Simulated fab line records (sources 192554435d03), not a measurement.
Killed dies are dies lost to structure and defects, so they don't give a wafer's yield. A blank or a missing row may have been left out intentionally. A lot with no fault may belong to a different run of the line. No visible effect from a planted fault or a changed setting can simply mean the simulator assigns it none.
fab line records	flow n5Finfet
[record] lots = 5	wafers = 15	lastDay = 18
route steps=1938 shown SD_EPI_N@265 BEOL_M4@1111
lots untouched by any fault: they come from a run of this same line in which no faults occurred
startH: hours from the record's opening day to when the first of the lot's shown wafers began	waitH: time in hours since the lot's previous step	" unchanged from the row above	L1.1+2: one row covering several wafers at once	- no value present, or no start provided	* or withheld: withheld	< > ~ a bound
route shown NAME@n: a module of which the file shows steps, and the number in the route of the first	usual: average and standard deviation across the fault-free wafers	same: alike in all rows	chamber/n: place in a boat	sites: each site's reading	_std_site: the values' standard deviation	_edge_site: outer sites' mean less inner sites'	radiusMm: how far each site lies from the wafer's centre	mask NAME#n: copy n	behind: the most recent tool/chamber to have shaped the wafer	hold: the reason the lot was held/the length of the hold in hours/how it ended	device: transistor that didn't switch, given as n, p or np	end of line: the tests these same wafers got at the end of their route	for a step that has no rows: nothing shown but its recipe	killed: dies lost to structure and defects at the first sort, not the wafer's yield	map: the dies of a wafer, with x for killed, . for not killed, _ for no die there
set.NAME: the run value of the setting; set.NAME@STEP: its run value at that earlier step	model.NAME: the simulator's own value behind a step, which no gauge read
lots at selected steps of the route; one table per step, one row per wafer
services: a tool's chamber out of use, with start hour (startH, from the record's first day; less than 0 if before it), hours out, and reason
[[steps]]
[step N5_SD_EPI_N_EBR_05]
[recipe] solvent = PGMEA	ebrWidthMm = 1.5
[step N5_SD_EPI_N_SOFTBAKE_04]
[recipe] tempC = 110	timeS = 60	resist = CAR-ArF-block
[step N5_SD_EPI_N_EXPOSE_06]
[recipe] maskId = SD_N_BLK	na = 1.35	sourceShape = conventional	sigmaOuter = 0.8	polarization = unpolarized	targetCdNm = 120	doseMj = 39.75
[step N5_SD_EPI_N_PEB_07]
[recipe] pebTempC = 110	pebTimeS = 60	resist = CAR-ArF-block
[step N5_SD_EPI_N_DEVELOP_08]
[recipe] developTimeS = 30	developer = TMAH	resist = CAR-ArF-block	devTempC = 23	rinseLiquid = diw	dry = airSpin
[step N5_SD_EPI_N_CD_MEAS_09]
[recipe] targetCdNm = 120	landingEnergyEv = 500	detector = seInlens
[usual] cdNm = 119.7/0.56
lot.wafer	tool	chamber	startH	waitH	cdNm
L435.1	cdSem-02	0	54.95	-	119.8
L435.2	"	0	"	"	119.2
L435.4	"	0	"	"	119.6
L442.2	cdSem-03	0	96.24	-	120.7
L442.5	"	0	"	"	120.7
L442.6	"	0	"	"	120.5
L444.2	cdSem-03	0	111.65	-	118.9
L444.5	"	0	"	"	118.6
L444.6	"	0	"	"	118.7
L455.3	cdSem-02	0	175.59	-	120.8
L455.4	"	0	"	"	121.2
L455.6	"	0	"	"	120.1
L456.2	cdSem-03	0	189.20	-	120.2
L456.3	"	0	"	"	119.8
L456.4	"	0	"	"	120.4
[step N5_SD_EPI_N_OVL_MEAS_10]
[recipe] pointsPerWafer = 44
[usual] SD_N_BLK_OVL = 0.0/0.75
lot.wafer	tool	chamber	startH	waitH	SD_N_BLK_OVL[nm]
L435.1	overlay-01	0	54.98	0.0	0.3
L435.2	"	0	"	"	0.4
L435.4	"	0	"	"	-0.2
L442.2	overlay-02	0	96.27	0.0	0.7
L442.5	"	0	"	"	-0.5
L442.6	"	0	"	"	0.8
L444.2	overlay-02	0	111.68	0.0	0.4
L444.5	"	0	"	"	0.6
L444.6	"	0	"	"	1.8
L455.3	overlay-01	0	175.62	0.0	-1.9
L455.4	"	0	"	"	-1.2
L455.6	"	0	"	"	-2.4
L456.2	overlay-02	0	189.23	0.0	0.5
L456.3	"	0	"	"	-0.5
L456.4	"	0	"	"	0.4
[step N5_SD_EPI_N_INSPECT_11]
[recipe] mode = adi	inspectInstrument = macro
[usual] rawDefectCount = 2.2/1.5
lot.wafer	tool	chamber	startH	waitH	rawDefectCount
L435.1	defectInspect-01	-	55.01	0.0	3
L435.2	"	-	"	"	2
L435.4	"	-	"	"	2
L442.2	defectInspect-02	-	96.29	0.0	3
L442.5	"	-	"	"	2
L442.6	"	-	"	"	3
L444.2	defectInspect-01	-	111.70	0.0	4
L444.5	"	-	"	"	2
L444.6	"	-	"	"	3
L455.3	defectInspect-01	-	175.64	0.0	2
L455.4	"	-	"	"	0
L455.6	"	-	"	"	2
L456.2	defectInspect-02	-	189.26	0.0	3
L456.3	"	-	"	"	2
L456.4	"	-	"	"	4
[step N5_SD_EPI_N_DESCUM_14]
[recipe] chemistry = O2	timeS = 7.9	sourcePowerW = 50	biasPowerW = 20	pressureMtorr = 20	rfFrequencyHz = 2.712e+07	tempC = 40	resist = CAR-ArF-block	o2FlowSccm = 225
[usual] drypumpMotorCurrentA = 5.7/0.35	oesProductAu = 0.79/0.1	rfVppV = 243.1/1.3	showerheadPlenumPTorr = 2.09/0.073	throttleValvePct = 20.35/0.23
lot.wafer	tool	chamber	startH	waitH	drypumpMotorCurrentA	oesProductAu	rfHoursCounterH	rfVppV	showerheadPlenumPTorr	throttleValvePct
L435.1	rieDiel-02	1	55.40	0.4	5.9	0.70	229	242.2	2.06	20.46
L435.2	"	3	"	"	5.2	0.77	137	244.3	2.19	20.20
L435.4	"	0	"	"	5.9	0.76	-	243.5	2.20	20.18
L442.2	rieDiel-01	1	96.32	0.0	5.5	0.72	192	242.9	2.09	20.88
L442.5	"	1	"	"	5.5	0.71	-	243.7	2.09	20.89
L442.6	"	0	"	"	5.2	0.66	-	241.0	2.06	20.62
L444.2	rieDiel-01	3	111.74	0.0	6.4	0.68	250	242.8	2.06	20.48
L444.5	"	3	"	"	6.5	0.68	-	244.2	2.06	20.47
L444.6	"	0	"	"	5.2	0.66	-	243.7	2.06	20.66
L455.3	rieDiel-02	0	175.74	0.1	5.9	0.72	175	245.3	2.18	20.25
L455.4	"	2	"	"	5.7	0.89	38	240.3	2.04	20.15
L455.6	"	0	"	"	5.8	0.71	-	244.2	2.18	20.25
L456.2	rieDiel-06	3	189.29	0.0	6.2	0.68	234	242.1	1.98	20.54
L456.3	"	2	"	"	5.7	0.91	20	241.7	2.04	20.18
L456.4	"	3	"	"	6.2	0.69	-	241.1	1.98	20.53
[step N5_SD_EPI_N_ETCH_34]
[recipe] chemistry = CF4	target = SiARC	targetDepthA = 455	maskMaterial = CAR-ArF-block	timeS = 75.8	ionEnergyEv = 80	pressureMtorr = 40	sourceW = 545	biasW = 36	Ar_flow_sccm = 100	cf4FlowSccm = 100	ends = cleared
[usual] cf4FlowSccm = 100.03/0.28	drypumpMotorCurrentA = 5.7/0.35	etchRfOnTimeS = 75.2/1.1	oesProductAu = 0.68/0.088	rfVppV = 184.1/1.2	showerheadPlenumPTorr = 2.14/0.068	throttleValvePct = 15.53/0.25
lot.wafer	tool	chamber	startH	waitH	cf4FlowSccm	drypumpMotorCurrentA	etchRfOnTimeS	oesProductAu	rfHoursCounterH	rfVppV	showerheadPlenumPTorr	throttleValvePct
L435.1	rieDiel-02	1	55.44	0.0	100.40	5.8	77.9	0.58	229	185.6	2.12	15.72
L435.2	"	3	"	"	100.12	5.2	75.1	0.66	137	186.4	2.23	15.42
L435.4	"	0	"	"	99.77	5.9	74.4	0.65	-	185.5	2.23	15.30
L442.2	rieDiel-01	1	96.36	0.0	100.23	5.5	76.6	0.61	192	182.6	2.13	16.00
L442.5	"	1	"	"	99.91	5.5	75.9	0.61	-	183.7	2.13	16.01
L442.6	"	0	"	"	99.93	5.2	75.6	0.57	-	184.0	2.11	15.87
L444.2	rieDiel-01	3	111.77	0.0	100.29	6.5	77.4	0.59	250	183.9	2.11	15.77
L444.5	"	3	"	"	100.27	6.4	77.3	0.58	-	183.6	2.11	15.77
L444.6	"	0	"	"	100.22	5.2	74.4	0.56	-	183.9	2.11	15.88
L455.3	rieDiel-02	0	175.78	0.0	100.21	5.9	74.2	0.61	175	185.0	2.21	15.39
L455.4	"	2	"	"	99.90	5.7	73.5	0.76	38	183.3	2.09	15.31
L455.6	"	0	"	"	100.19	5.9	73.6	0.62	-	184.9	2.21	15.40
L456.2	rieDiel-06	3	189.32	0.0	100.00	6.2	75.7	0.59	234	182.3	2.03	15.74
L456.3	"	2	"	"	99.65	5.7	74.1	0.79	20	183.3	2.10	15.38
L456.4	"	3	"	"	100.11	6.2	75.7	0.59	-	183.1	2.03	15.75
[step N5_SD_EPI_N_ETCH_35]
[recipe] chemistry = N2/H2	target = SOC	overetchA = 1080	maskMaterial = SiARC	tempC = 40	ionEnergyEv = 100	sourceW = 3000	biasW = 133	pressureMtorr = 20	timeS = 486	n2FlowSccm = 200	h2FlowSccm = 200
[usual] drypumpMotorCurrentA = 5.7/0.35	oesProductAu = 0.70/0.088	rfVppV = 240.7/1.3	showerheadPlenumPTorr = 2.54/0.086	throttleValvePct = 23.74/0.25
lot.wafer	tool	chamber	startH	waitH	drypumpMotorCurrentA	oesProductAu	rfHoursCounterH	rfVppV	showerheadPlenumPTorr	throttleValvePct
L435.1	rieDiel-02	1	55.49	0.0	5.9	0.62	229	240.8	2.51	23.88
L435.2	"	3	"	"	5.2	0.68	137	243.0	2.66	23.51
L435.4	"	0	"	"	5.9	0.67	-	243.1	2.65	23.57
L442.2	rieDiel-01	1	96.41	0.0	5.5	0.64	192	239.3	2.52	24.08
L442.5	"	1	"	"	5.5	0.64	-	240.2	2.52	24.08
L442.6	"	0	"	"	5.2	0.59	-	240.0	2.50	24.13
L444.2	rieDiel-01	3	111.83	0.0	6.4	0.62	250	239.7	2.50	23.70
L444.5	"	3	"	"	6.4	0.62	-	241.0	2.50	23.72
L444.6	"	0	"	"	5.2	0.59	-	240.5	2.50	24.10
L455.3	rieDiel-02	0	175.83	0.0	5.9	0.64	176	240.9	2.63	23.63
L455.4	"	2	"	"	5.7	0.78	38	239.3	2.48	23.67
L455.6	"	0	"	"	5.8	0.63	-	241.4	2.63	23.64
L456.2	rieDiel-06	3	189.38	0.0	6.2	0.61	234	238.6	2.41	24.21
L456.3	"	2	"	"	5.7	0.81	20	239.9	2.48	23.57
L456.4	"	3	"	"	6.2	0.62	-	239.6	2.41	24.20
[step N5_SD_EPI_N_STRIP_36]
[recipe] chemistry = N2/H2	tempC = 40	n2FlowSccm = 200	h2FlowSccm = 200	rfFrequencyHz = 6e+07
[step N5_SD_EPI_N_ETCHBACK_44]
[recipe] chemistry = CH3F/O2	mode = anisotropicEtchback	target = SiNx	targetDepthA = 145	stopOn = SiO2	overEtchFrac = 0.3	ionEnergyEv = 120	pressureMtorr = 30	sourceW = 395	biasW = 73	Ar_flow_sccm = 150	CH3F_flow_sccm = 30	O2_flow_sccm = 20
[usual] drypumpMotorCurrentA = 5.7/0.35	oesProductAu = 0.67/0.084	rfVppV = 297.2/2.3	showerheadPlenumPTorr = 2.00/0.069	throttleValvePct = 16.27/0.25
[same] overEtchFrac = 0.3
lot.wafer	tool	chamber	startH	waitH	drypumpMotorCurrentA	oesProductAu	rfHoursCounterH	rfVppV	showerheadPlenumPTorr	throttleValvePct	model.SiARC_of_SD_EPI_N_COAT_33.thkNm
L435.1	rieDiel-02	1	55.82	0.0	5.8	0.59	230	296.7	1.97	16.45	16.2
L435.2	"	3	"	"	5.2	0.65	137	299.5	2.10	16.19	15.8
L435.4	"	0	"	"	5.8	0.64	-	301.7	2.09	16.04	15.4
L442.2	rieDiel-01	1	96.74	0.0	5.5	0.61	193	299.3	1.99	16.77	16.2
L442.5	"	1	"	"	5.5	0.61	-	299.2	1.99	16.75	16.2
L442.6	"	0	"	"	5.2	0.57	-	296.8	1.97	16.61	16.2
L444.2	rieDiel-01	3	112.15	0.0	6.4	0.59	250	299.9	1.98	16.53	16.2
L444.5	"	3	"	"	6.4	0.59	-	298.3	1.98	16.51	16.2
L444.6	"	0	"	"	5.2	0.49	-	297.1	1.97	16.62	14.6
L455.3	rieDiel-02	0	176.16	0.0	5.9	0.61	176	302.1	2.07	16.14	15.6
L455.4	"	2	"	"	5.7	0.74	38	297.1	1.95	16.05	15.4
L455.6	"	0	"	"	5.9	0.61	-	301.4	2.07	16.13	15.6
L456.2	rieDiel-06	3	189.71	0.0	6.1	0.59	234	293.5	1.89	16.46	16
L456.3	"	2	"	"	5.7	0.76	20	294.9	1.96	16.12	15.6
L456.4	"	3	"	"	6.2	0.59	-	293.7	1.89	16.47	16.2
[step N5_SD_EPI_N_ETCH_45]
[recipe] chemistry = CH3F/O2	target = SiOCN	targetDepthA = 60	maskMaterial = SOC	ionEnergyEv = 60	biasW = 29	pressureMtorr = 15	sourceW = 410	Ar_flow_sccm = 150	CH3F_flow_sccm = 30	O2_flow_sccm = 20
[usual] drypumpMotorCurrentA = 5.7/0.35	oesProductAu = 0.79/0.1	rfVppV = 127.6/1	showerheadPlenumPTorr = 2.00/0.069	throttleValvePct = 23.24/0.23
lot.wafer	tool	chamber	startH	waitH	drypumpMotorCurrentA	oesProductAu	rfHoursCounterH	rfVppV	showerheadPlenumPTorr	throttleValvePct
L435.1	rieDiel-02	1	55.92	0.1	5.9	0.69	230	126.0	1.97	23.32
L435.2	"	3	"	"	5.2	0.77	137	127.8	2.09	23.11
L435.4	"	0	"	"	5.9	0.75	-	128.4	2.08	22.99
L442.2	rieDiel-01	1	96.84	0.1	5.5	0.72	193	126.7	1.98	23.71
L442.5	"	1	"	"	5.5	0.71	-	127.7	1.98	23.73
L442.6	"	0	"	"	5.2	0.67	-	129.1	1.96	23.55
L444.2	rieDiel-01	3	112.25	0.1	6.4	0.68	250	127.5	1.97	23.42
L444.5	"	3	"	"	6.5	0.69	-	128.1	1.97	23.40
L444.6	"	0	"	"	5.2	0.66	-	126.0	1.96	23.56
L455.3	rieDiel-02	0	176.26	0.1	5.9	0.72	176	129.6	2.07	23.05
L455.4	"	2	"	"	5.7	0.89	38	127.4	1.95	23.06
L455.6	"	0	"	"	5.8	0.72	-	128.0	2.07	23.05
L456.2	rieDiel-06	3	189.81	0.1	6.2	0.68	234	127.0	1.88	23.39
L456.3	"	2	"	"	5.7	0.91	20	127.0	1.95	23.15
L456.4	"	3	"	"	6.2	0.69	-	125.3	1.88	23.38
[step N5_SD_EPI_N_ETCH_16]
[recipe] chemistry = CHF3/O2	target = SiO2	targetDepthA = 50	maskMaterial = SOC	pressureMtorr = 30	sourceW = 650	biasW = 170	Ar_flow_sccm = 200	CHF3_flow_sccm = 50	O2_flow_sccm = 5	ionEnergyEv = 200
[usual] drypumpMotorCurrentA = 5.7/0.35	oesProductAu = 0.79/0.1	rfVppV = 524/3.9	showerheadPlenumPTorr = 2.41/0.08	throttleValvePct = 18.82/0.23
lot.wafer	tool	chamber	startH	waitH	drypumpMotorCurrentA	oesProductAu	rfHoursCounterH	rfVppV	showerheadPlenumPTorr	throttleValvePct	model.SiARC_of_SD_EPI_N_COAT_33.thkNm
L435.1	rieDiel-02	1	56.02	0.1	5.8	0.69	230	522	2.38	18.94	12.8
L435.2	"	3	"	"	5.2	0.78	137	526	2.52	18.74	12.2
L435.4	"	0	"	"	5.8	0.76	-	530	2.51	18.57	11.8
L442.2	rieDiel-01	1	96.94	0.1	5.5	0.72	193	528	2.39	19.29	12.8
L442.5	"	1	"	"	5.5	0.71	-	528	2.39	19.29	12.6
L442.6	"	0	"	"	5.2	0.67	-	524	2.37	19.15	12.6
L444.2	rieDiel-01	3	112.35	0.1	6.4	0.68	250	527	2.38	19.08	12.8
L444.5	"	3	"	"	6.4	0.68	-	527	2.38	19.04	12.8
L444.6	"	0	"	"	5.2	0.66	-	524	2.37	19.14	11
L455.3	rieDiel-02	0	176.36	0.1	5.9	0.72	176	529	2.49	18.66	12
L455.4	"	2	"	"	5.7	0.88	38	522	2.36	18.63	11.8
L455.6	"	0	"	"	5.9	0.71	-	530	2.49	18.66	12
L456.2	rieDiel-06	3	189.91	0.1	6.2	0.69	234	517	2.28	18.98	12.6
L456.3	"	2	"	"	5.7	0.91	20	517	2.36	18.71	12
L456.4	"	3	"	"	6.1	0.68	-	515	2.28	18.97	12.6
[step N5_SD_EPI_N_STRIP_47]
[recipe] chemistry = CHF3/O2	resist = SiARC	rfFrequencyHz = 6e+07
[step N5_BEOL_M4_RC_MEAS_101]
[usual] DIBL_N = 36.1/1.3	DIBL_P = 36.1/1.7	IOFF_N = 0.154/0.022	IOFF_P = 0.201/0.024	ION_N = 675/8.9	ION_P = 462/5.9	SS_N = 71.5/0.49	SS_P = 73.3/0.58	VT_N = 250.0/2.7	VT_P = -251.3/2.7
lot.wafer	tool	chamber	startH	waitH	DIBL_N[mV/V]	DIBL_P[mV/V]	IOFF_N[nA/um]	IOFF_P[nA/um]	ION_N[uA/um]	ION_P[uA/um]	SS_N[mV/dec]	SS_P[mV/dec]	VT_N[mV]	VT_P[mV]
L435.1	prober-02	0	169.76	0.0	35.1	35.5	0.153	0.191	684	458	72.4	73.8	250.7	-254.4
L435.2	"	0	"	"	35.4	35.5	0.154	0.198	680	464	71.7	72.9	249.4	-253.2
L435.4	"	0	"	"	34.4	34.2	0.135	0.179	664	452	71.8	73.6	252.4	-255.0
L442.2	prober-01	0	227.49	0.2	36.2	35.9	0.140	0.199	674	466	71.3	73.0	251.9	-250.8
L442.5	"	0	"	"	37.7	37.7	0.166	0.228	672	462	71.9	72.8	248.0	-247.1
L442.6	"	0	"	"	36.3	36.3	0.138	0.198	670	463	71.5	73.1	252.1	-248.9
L444.2	prober-01	0	234.62	0.2	36.4	35.8	0.134	0.188	665	456	71.7	73.0	250.6	-252.7
L444.5	"	0	"	"	36.6	35.9	0.136	0.186	657	446	71.0	73.6	254.9	-253.1
L444.6	"	0	"	"	36.3	35.0	0.132	0.180	662	456	71.8	72.9	252.0	-252.1
L455.3	prober-01	0	294.16	0.3	37.5	38.4	0.182	0.222	683	464	71.7	73.4	245.1	-250.1
L455.4	"	0	"	"	37.0	37.5	0.181	0.205	684	460	71.7	72.8	247.8	-250.5
L455.6	"	0	"	"	37.1	37.4	0.180	0.210	685	463	71.2	73.5	246.4	-249.2
L456.2	prober-02	0	319.63	0.2	36.8	37.9	0.169	0.246	676	468	71.5	73.4	249.1	-245.1
L456.3	"	0	"	"	36.7	37.0	0.156	0.218	673	466	72.0	73.1	247.2	-247.4
L456.4	"	0	"	"	37.7	38.4	0.179	0.248	690	475	71.6	74.0	244.3	-248.4
[[services]]
tool	chamber	startH	hours	kind
rieDiel-02	2	53.04	-	clean
rieDiel-02	2	53.04	-	consumableReplace:focusRing
rieDiel-02	2	53.04	25.3	scheduledDown
rieDiel-02	2	53.04	25.3	ventCycle
rieDiel-02	1	106.75	-	clean
rieDiel-02	1	106.75	-	consumableReplace:focusRing
rieDiel-02	1	106.75	23.7	scheduledDown
rieDiel-02	1	106.75	23.7	ventCycle
rieDiel-06	2	112.37	4.9	repair
rieDiel-01	3	112.40	-	clean
rieDiel-01	3	112.40	-	consumableReplace:focusRing
rieDiel-06	2	117.46	-	clean
rieDiel-06	2	117.46	-	consumableReplace:focusRing
rieDiel-06	2	117.46	14.7	scheduledDown
rieDiel-06	2	117.46	14.7	ventCycle
rieDiel-01	0	119.86	2.2	repair
rieDiel-01	0	154.18	-	clean
rieDiel-01	0	154.18	-	consumableReplace:focusRing
rieDiel-01	0	154.18	33.0	scheduledDown
rieDiel-01	0	154.18	33.0	ventCycle
rieDiel-06	1	164.44	9.9	repair
rieDiel-01	3	177.60	5.2	repair
rieDiel-06	1	183.55	8.8	repair
[[key]]
firstSign none at tools or gauges
[modelEffect] step = N5_SD_EPI_N_ETCHBACK_44	value = SiARC_of_SD_EPI_N_COAT_33.thkNm	without = 15.8	struck = 14.6
[modelEffect] step = N5_SD_EPI_N_ETCH_16	value = SiARC_of_SD_EPI_N_COAT_33.thkNm	without = 12.2	struck = 11
metAt N5_SD_EPI_N_ETCHBACK_44
struckWafers L444.6
onsetBetween 96.74 112.15
[fault] kind = processParameterDrift	tool = rieDiel-01	chamber = -	onsetH = 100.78	steps = N5_SD_EPI_N_ETCHBACK_44	channel = targetDepthA	offset = 46.134	shape = step	endH = 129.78	scope = struckWafersOnly	actsIn = theseRecipesOnly	stated = 145
